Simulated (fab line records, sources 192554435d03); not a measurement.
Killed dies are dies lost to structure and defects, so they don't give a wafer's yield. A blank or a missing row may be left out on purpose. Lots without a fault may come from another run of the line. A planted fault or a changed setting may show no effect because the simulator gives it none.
fab line records | flow n5_finfet
record lots=9 wafers=27 last_day=18
route steps=1938 shown DUMMY_GATE@219 BEOL_M4@1111 PASSIVATION@1936
lots that met no fault: from a run of the same line without faults
start_h: hours from the record's first day to the start of the lot's first wafer shown | wait_h: hours since the lot's step before | " the same as in the row above | L1.1+2: a row that stands for several wafers | - no value, or no start given | * or withheld: withheld | < > ~ a bound
route shown NAME@n: a module of which the file shows steps, and the number in the route of the first | usual: mean/standard deviation of fault-free wafers | same: alike in all rows | chamber/n: place in a boat | sites: the reading at each site | _std_site: their standard deviation | _edge_site: outer sites' mean less inner sites' | radius_mm: how far each site lies from the wafer's centre | mask NAME#n: copy n | behind: the tool/chamber that last shaped the wafer | hold: why the lot was held/for how many hours/how that ended | device: the transistor (n, p or np) that didn't switch | end of line: the same wafers' tests at the end of the route | a step without rows: its recipe alone | killed: dies lost to structure and defects at the first sort, not the wafer's yield | map: a wafer's dies, x killed, . not, _ none there
set.NAME: the setting as run; set.NAME@STEP: as run at that earlier step | model.NAME: the simulator's own value behind a step, which no gauge read
steps of the route over a sample of lots; a table a step, a row a wafer
services: from which hour (start_h, from the record's first day; less than 0 if before it) a tool's chamber was out of use, for how many hours, and why
## steps
# step N5_DUMMY_GATE_THK_MEAS_05
# usual thk_nm=72.0/1.2
# columns lot.wafer tool chamber start_h wait_h thk_nm
L231.1 film_metro-02 - 54.53 0.2 68.5
L231.4 " - " " 70.6
L231.5 " - " " 69.9
L232.1 film_metro-02 - 59.84 0.2 71.7
L232.4 " - " " 74.0
L232.6 " - " " 71.4
L234.1 film_metro-02 - 71.97 0.1 72.1
L234.2 " - " " 71.6
L234.3 " - " " 72.9
L237.3 film_metro-02 - 91.11 0.1 71.0
L237.4 " - " " 69.0
L237.6 " - " " 70.6
L240.1 film_metro-01 - 110.59 0.1 73.7
L240.2 " - " " 71.1
L240.5 " - " " 72.2
L245.3 film_metro-02 - 139.49 0.2 71.5
L245.4 " - " " 73.1
L245.6 " - " " 70.2
L247.1 film_metro-01 - 149.82 0.2 70.1
L247.3 " - " " 72.7
L247.4 " - " " 72.2
L249.2 film_metro-01 - 163.66 0.1 73.1
L249.4 " - " " 71.2
L249.5 " - " " 70.8
L251.1 film_metro-01 - 174.34 0.1 72.4
L251.4 " - " " 73.4
L251.5 " - " " 71.6
# step N5_DUMMY_GATE_ETCH_29
# recipe chemistry=N2/H2 target=underlayer target_depth_a=130 ion_energy_ev=200 pressure_mtorr=30 source_w=840 bias_w=150 n2_flow_sccm=200 h2_flow_sccm=200
# usual drypump_motor_current_A=5.8/0.49 h2_flow_sccm=200.0/0.56 oes_product_au=0.77/0.066 rf_fwd_power_W=831.6/2.9 rf_vpp_V=523.6/2.7 showerhead_plenum_p_Torr=2.53/0.091 throttle_valve_pct=17.90/0.28
# columns lot.wafer tool chamber start_h wait_h drypump_motor_current_A h2_flow_sccm oes_product_au rf_fwd_power_W rf_hours_counter_h rf_vpp_V showerhead_plenum_p_Torr throttle_valve_pct
L231.1 rie_diel-03 3 59.16 0.0 5.1 199.9 0.76 831.2 162 524.3 2.55 18.09
L231.4 " 1 " " 5.7 201.1 0.78 826.7 150 520.7 2.46 18.19
L231.5 " 3 " " 5.1 199.7 0.76 825.3 - 522.9 2.55 18.10
L232.1 rie_diel-01 3 64.47 0.0 6.6 200.2 0.77 831.5 136 525.9 2.67 18.15
L232.4 " 2 " " 5.7 199.3 0.75 833.6 - 522.6 2.50 18.17
L232.6 " 1 " " 6.6 199.6 0.73 831.4 - 521.2 2.41 17.55
L234.1 rie_diel-02 0 76.58 0.0 5.2 200.6 0.90 833.0 5 523.2 2.50 17.69
L234.2 " 1 " " 6.2 199.5 0.75 831.5 161 523.9 2.54 17.85
L234.3 " 3 " " 5.5 199.6 0.93 829.9 13 526.6 2.67 17.41
L237.3 rie_diel-03 1 96.48 0.0 5.7 200.5 0.78 829.3 157 521.0 2.45 18.20
L237.4 " 3 " " 5.1 199.7 0.75 828.3 174 523.3 2.54 18.12
L237.6 " 3 " " 5.1 199.9 0.75 833.3 - 524.4 2.54 18.13
L240.1 rie_diel-03 3 115.20 0.0 5.0 199.8 0.76 835.3 180 522.9 2.54 18.13
L240.2 " 1 " " 5.7 198.7 0.77 826.4 163 521.7 2.45 18.21
L240.5 " 0 " " 5.6 199.6 0.74 832.9 - 527.0 2.63 18.24
L245.3 rie_diel-02 0 143.98 0.0 5.2 199.8 0.85 836.1 26 523.4 2.49 17.76
L245.4 " 3 " " 5.5 200.2 0.89 832.1 35 527.0 2.67 17.46
L245.6 " 2 " " 5.6 199.2 0.72 824.7 - 521.8 2.41 17.87
L247.1 rie_diel-02 2 154.45 0.0 5.6 199.8 0.72 833.8 212 521.0 2.41 17.87
L247.3 " 0 " " 5.3 199.7 0.85 834.5 29 521.8 2.49 17.77
L247.4 " 1 " " 6.3 199.8 0.74 835.0 185 522.8 2.53 17.92
L249.2 rie_diel-01 2 168.28 0.0 5.7 201.0 0.71 831.1 230 523.4 2.49 18.20
L249.4 " 1 " " 6.6 200.1 0.69 834.1 220 520.0 2.40 17.60
L249.5 " 2 " " 5.7 200.7 0.72 830.6 - 522.3 2.49 18.22
L251.1 rie_diel-01 3 179.07 0.0 6.6 200.2 0.74 833.2 167 525.3 2.65 18.22
L251.4 " 0 " " 5.5 199.8 0.90 836.2 26 523.6 2.58 17.47
L251.5 " 0 " " 5.5 199.9 0.90 834.6 - 525.7 2.58 17.49
# step N5_DUMMY_GATE_ETCH_37
# recipe chemistry=N2/H2 target=SOC target_depth_a=600 overetch_a=300 temp_c=40 ion_energy_ev=200 pressure_mtorr=30 source_w=840 bias_w=150 n2_flow_sccm=200 h2_flow_sccm=200
# usual drypump_motor_current_A=5.8/0.49 h2_flow_sccm=200.0/0.61 oes_product_au=0.61/0.057 rf_fwd_power_W=831.6/2.8 rf_vpp_V=523.7/2.7 showerhead_plenum_p_Torr=2.53/0.091 temp_c=39.99/0.12 throttle_valve_pct=17.83/0.28
# columns lot.wafer tool chamber start_h wait_h drypump_motor_current_A h2_flow_sccm oes_product_au rf_fwd_power_W rf_hours_counter_h rf_vpp_V showerhead_plenum_p_Torr temp_c throttle_valve_pct
L231.1 rie_diel-03 3 59.24 0.0 5.0 200.2 0.60 834.4 162 524.1 2.55 40.14 18.02
L231.4 " 1 " " 5.7 199.9 0.60 826.0 150 522.7 2.46 39.83 18.10
L231.5 " 3 " " 5.1 199.9 0.60 829.7 - 524.1 2.55 39.98 18.02
L232.1 rie_diel-01 3 64.55 0.0 6.6 200.7 0.58 830.7 136 526.6 2.67 39.69 18.09
L232.4 " 2 " " 5.7 200.7 0.58 830.6 - 523.4 2.50 39.86 18.08
L232.6 " 1 " " 6.6 200.7 0.57 833.8 - 519.9 2.41 40.12 17.49
L234.1 rie_diel-02 0 76.66 0.0 5.3 199.5 0.74 832.9 5 522.5 2.50 40.21 17.64
L234.2 " 1 " " 6.2 199.4 0.60 838.8 161 524.8 2.54 39.85 17.79
L234.3 " 3 " " 5.5 199.2 0.75 833.0 13 526.9 2.67 40.07 17.34
L237.3 rie_diel-03 1 96.56 0.0 5.7 200.6 0.60 830.6 157 520.3 2.45 40.09 18.13
L237.4 " 3 " " 5.0 200.6 0.59 833.4 174 522.3 2.54 40.12 18.05
L237.6 " 3 " " 5.0 199.7 0.59 832.9 - 524.3 2.54 39.96 18.04
L240.1 rie_diel-03 3 115.28 0.0 5.1 199.8 0.59 827.3 180 525.1 2.54 40.02 18.05
L240.2 " 1 " " 5.7 200.8 0.60 827.7 163 521.5 2.45 39.87 18.14
L240.5 " 0 " " 5.7 199.8 0.59 835.9 - 526.8 2.63 40.15 18.20
L245.3 rie_diel-02 0 144.06 0.0 5.2 199.5 0.68 629.6 26 571.9 2.49 39.92 17.71
L245.4 " 3 " " 5.5 199.7 0.71 629.1 35 577.9 2.66 40.10 17.39
L245.6 " 2 " " 5.6 199.9 0.58 628.0 - 569.4 2.41 40.15 17.82
L247.1 rie_diel-02 2 154.53 0.0 5.6 200.3 0.57 632.7 212 569.1 2.41 39.77 17.80
L247.3 " 0 " " 5.3 200.3 0.68 630.1 29 571.8 2.49 40.14 17.69
L247.4 " 1 " " 6.2 198.8 0.58 633.2 185 572.0 2.53 39.90 17.85
L249.2 rie_diel-01 2 168.36 0.0 5.7 200.2 0.56 833.6 230 524.7 2.49 40.02 18.13
L249.4 " 1 " " 6.6 200.0 0.55 829.2 220 520.8 2.40 40.05 17.53
L249.5 " 2 " " 5.7 200.6 0.56 832.4 - 523.3 2.49 39.98 18.14
L251.1 rie_diel-01 3 179.15 0.0 6.6 200.8 0.57 828.0 167 527.5 2.65 40.08 18.12
L251.4 " 0 " " 5.5 199.1 0.71 830.6 26 525.1 2.58 39.84 17.42
L251.5 " 0 " " 5.5 199.8 0.70 833.2 - 525.4 2.58 39.99 17.42
# step N5_DUMMY_GATE_STRIP_40
# recipe chemistry=CF4 resist=SiARC power_w=300 bias_power_w=75 pressure_mtorr=50 cf4_flow_sccm=150 rf_frequency_hz=6e+07
# usual drypump_motor_current_A=5.7/0.48 oes_product_au=0.75/0.066 rf_vpp_V=271.1/1.7 showerhead_plenum_p_Torr=1.79/0.049 throttle_valve_pct=13.69/0.25
# columns lot.wafer tool chamber start_h wait_h drypump_motor_current_A oes_product_au rf_hours_counter_h rf_vpp_V showerhead_plenum_p_Torr throttle_valve_pct
L231.1 rie_diel-03 2 59.42 0.1 5.2 0.72 192 273.8 1.85 13.76
L231.4 " 1 " " 5.7 0.76 150 269.2 1.72 13.72
L231.5 " 0 " " 5.6 0.74 - 273.2 1.83 13.88
L232.1 rie_diel-01 3 64.73 0.1 6.6 0.75 136 273.1 1.85 13.68
L232.4 " 3 " " 6.6 0.74 - 272.9 1.85 13.67
L232.6 " 1 " " 6.6 0.71 - 269.5 1.73 13.43
L234.1 rie_diel-03 2 76.84 0.1 5.3 0.71 197 273.5 1.85 13.80
L234.2 " 0 " " 5.6 0.74 189 272.5 1.83 13.89
L234.3 " 3 " " 5.0 0.73 168 271.3 1.79 13.81
L237.3 rie_diel-03 0 97.10 0.4 5.6 0.73 196 272.7 1.83 13.93
L237.4 " 2 " " 5.3 0.70 204 272.7 1.84 13.79
L237.6 " 2 " " 5.3 0.71 - 272.4 1.84 13.80
L240.1 rie_diel-01 3 115.47 0.1 6.6 0.73 151 271.7 1.85 13.73
L240.2 " 1 " " 6.6 0.70 206 268.3 1.73 13.46
L240.5 " 1 " " 6.6 0.70 - 270.3 1.73 13.48
L245.3 rie_diel-03 2 144.24 0.1 5.3 0.69 218 271.4 1.84 13.83
L245.4 " 1 " " 5.7 0.75 171 269.5 1.71 13.75
L245.6 " 0 " " 5.7 0.72 - 273.5 1.83 13.94
L247.1 rie_diel-02 1 154.71 0.1 6.2 0.73 185 272.0 1.77 13.49
L247.3 " 3 " " 5.5 0.88 39 272.0 1.86 13.13
L247.4 " 2 " " 5.6 0.71 212 268.0 1.72 13.71
L249.2 rie_diel-02 2 168.54 0.1 5.6 0.71 216 268.8 1.72 13.73
L249.4 " 2 " " 5.6 0.71 - 268.6 1.72 13.71
L249.5 " 3 " " 5.5 0.87 - 272.6 1.86 13.13
L251.1 rie_diel-01 1 179.33 0.1 6.6 0.69 223 270.4 1.72 13.52
L251.4 " 2 " " 5.7 0.69 234 270.0 1.78 14.10
L251.5 " 3 " " 6.6 0.72 - 273.7 1.85 13.78
# step N5_BEOL_M4_RC_MEAS_101
# usual DIBL_N=36.0/2.5 DIBL_P=36.7/3 IOFF_N=0.16/0.043 IOFF_P=0.21/0.049 ION_N=673/15 ION_P=461/9.8 SS_N=71.5/0.83 SS_P=73.4/0.83 VT_N=250/4 VT_P=-251/4
# columns lot.wafer tool chamber start_h wait_h DIBL_N[mV/V] DIBL_P[mV/V] IOFF_N[nA/um] IOFF_P[nA/um] ION_N[uA/um] ION_P[uA/um] SS_N[mV/dec] SS_P[mV/dec] VT_N[mV] VT_P[mV]
L231.1 prober-02 0 180.56 0.0 36.6 37.3 0.18 0.19 697 468 71.9 74.1 248 -254
L231.4 " 0 " " 38.3 38.7 0.20 0.22 686 459 72.2 74.5 247 -251
L231.5 " 0 " " 34.3 34.4 0.13 0.16 676 463 70.9 73.0 254 -255
L232.1 prober-02 0 185.75 0.0 40.0 40.1 0.22 0.28 691 467 72.0 73.9 243 -243
L232.4 " 0 " " 35.5 35.4 0.14 0.20 664 455 71.4 73.4 251 -251
L232.6 " 0 " " 40.0 41.3 0.24 0.32 700 482 72.0 73.7 242 -243
L234.1 prober-01 0 192.36 0.0 40.5 41.9 0.23 0.29 687 465 72.0 73.8 244 -245
L234.2 " 0 " " 32.2 32.5 0.09 0.15 647 452 69.8 71.4 258 -253
L234.3 " 0 " " 38.0 39.1 0.18 0.24 681 465 71.5 73.0 248 -247
L237.3 prober-01 0 216.36 0.3 38.4 38.0 0.19 0.23 673 462 72.0 74.1 252 -251
L237.4 " 0 " " 35.0 35.9 0.13 0.19 665 456 71.3 73.1 254 -253
L237.6 " 0 " " 36.9 38.2 0.16 0.23 664 460 72.0 74.3 252 -250
L240.1 prober-02 0 242.03 0.0 39.5 40.3 0.23 0.28 685 460 72.8 74.4 245 -247
L240.2 " 0 " " 35.1 34.3 0.14 0.19 686 473 70.6 73.1 252 -254
L240.5 " 0 " " 37.1 36.4 0.19 0.21 678 457 71.6 73.3 247 -253
L245.3 prober-01 0 270.19 0.3 32.5 32.4 0.11 0.13 677 455 69.7 72.4 252 -258
L245.4 " 0 " " 35.8 35.5 0.15 0.17 687 460 71.6 73.7 250 -254
L245.6 " 0 " " 32.1 32.7 0.10 0.15 661 458 70.6 72.5 254 -253
L247.1 prober-02 0 296.13 0.0 33.2 35.2 0.13 0.17 674 460 71.0 72.9 249 -253
L247.3 " 0 " " 30.1 31.5 0.09 0.13 659 452 69.7 72.3 259 -257
L247.4 " 0 " " 26.0 26.5 0.06 0.09 643 453 69.0 71.2 259 -259
L249.2 prober-01 0 296.14 0.2 37.2 38.7 0.19 0.26 677 464 71.9 73.6 248 -248
L249.4 " 0 " " 33.4 33.9 0.13 0.19 662 463 70.9 72.9 253 -250
L249.5 " 0 " " 34.2 34.3 0.15 0.20 682 472 71.5 72.6 246 -249
L251.1 prober-01 0 319.88 0.0 36.6 39.2 0.19 0.24 694 479 70.8 73.8 242 -249
L251.4 " 0 " " 35.8 38.0 0.16 0.21 684 469 71.7 73.5 248 -251
L251.5 " 0 " " 35.0 36.9 0.14 0.20 669 461 71.0 73.1 252 -250
# step N5_PASSIVATION_PROBE_49
# usual defect_limited_yield=91.1/1.5 killed_at_M0_to_M3=37/11 killed_at_M4_up=13/5.6 killed_at_contacts=12/5.6 killed_at_front_end=39/11 killed_at_other=4/3.1 killed_dies=105/18 killed_open=69/13 killed_short=35/7.4 sort_bin_5_function=5.1/0.92 sort_bin_6_memory=3.4/0.76 sort_bin_8_speed=0.02/0.11 sort_n_pass=1075/18 sort_yield_pct=91.1/1.5
# same gross_dies=1180 killed_at_back_side=0 sort_bin_4_leakage[%]=0
# columns lot.wafer tool chamber start_h wait_h defect_limited_yield[%] killed_at_M0_to_M3 killed_at_M4_up killed_at_contacts killed_at_front_end killed_at_other killed_dies killed_open killed_short sort_bin_5_function[%] sort_bin_6_memory[%] sort_bin_8_speed[%] sort_n_pass sort_yield_pct[%]
L247.4 prober-02 - 410.18 0.2 92.8 22 13 8 40 2 85 58 26 4.2 2.8 0.17 1093 92.6
# killed by level:class
L247.4 GATE_CUT:geometric_particle:open=9 MOL_CONTACT_COAG:geometric_particle:open=8 FIN_SAQP:geometric_particle:open=7 BEOL_M3:geometric_particle:open=6 GATE_CUT:geometric_particle:short=6 BEOL_M1:geometric_particle:short=6 BEOL_M4:geometric_particle:open=6 FIN_SAQP:geometric_particle:short=5
## services
# columns tool chamber start_h hours kind
rie_diel-02 - 46.21 15.6 pm
rie_diel-03 3 48.58 9.8 repair
rie_diel-01 3 50.91 4.7 repair
rie_diel-01 0 55.60 - clean
rie_diel-01 0 55.60 - consumable_replace:focus_ring
rie_diel-01 0 55.60 23.9 scheduled_down
rie_diel-01 0 55.60 23.9 vent_cycle
rie_diel-03 1 76.00 12.8 repair
rie_diel-01 - 94.55 4.1 repair
## key
first_sign step=N5_DUMMY_GATE_ETCH_37 reading=rf_fwd_power_W direction=down sigmas=71 usual=* struck=*
effect step=N5_DUMMY_GATE_ETCH_37 reading=rf_vpp_V direction=up sigmas=18 usual=523.7 struck=572.0
met_at N5_DUMMY_GATE_ETCH_37
struck_lots L245,L247
not_acting_at N5_DUMMY_GATE_THK_MEAS_05,N5_DUMMY_GATE_ETCH_29,N5_DUMMY_GATE_STRIP_40
onset_between 76.66 144.06
fault kind=process_parameter_drift tool=rie_diel-02 chamber=- onset_h=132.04 steps=N5_DUMMY_GATE_ETCH_37 channel=source_w offset=-201.6 shape=step end_h=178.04 acts_in=these_recipes_only stated=840
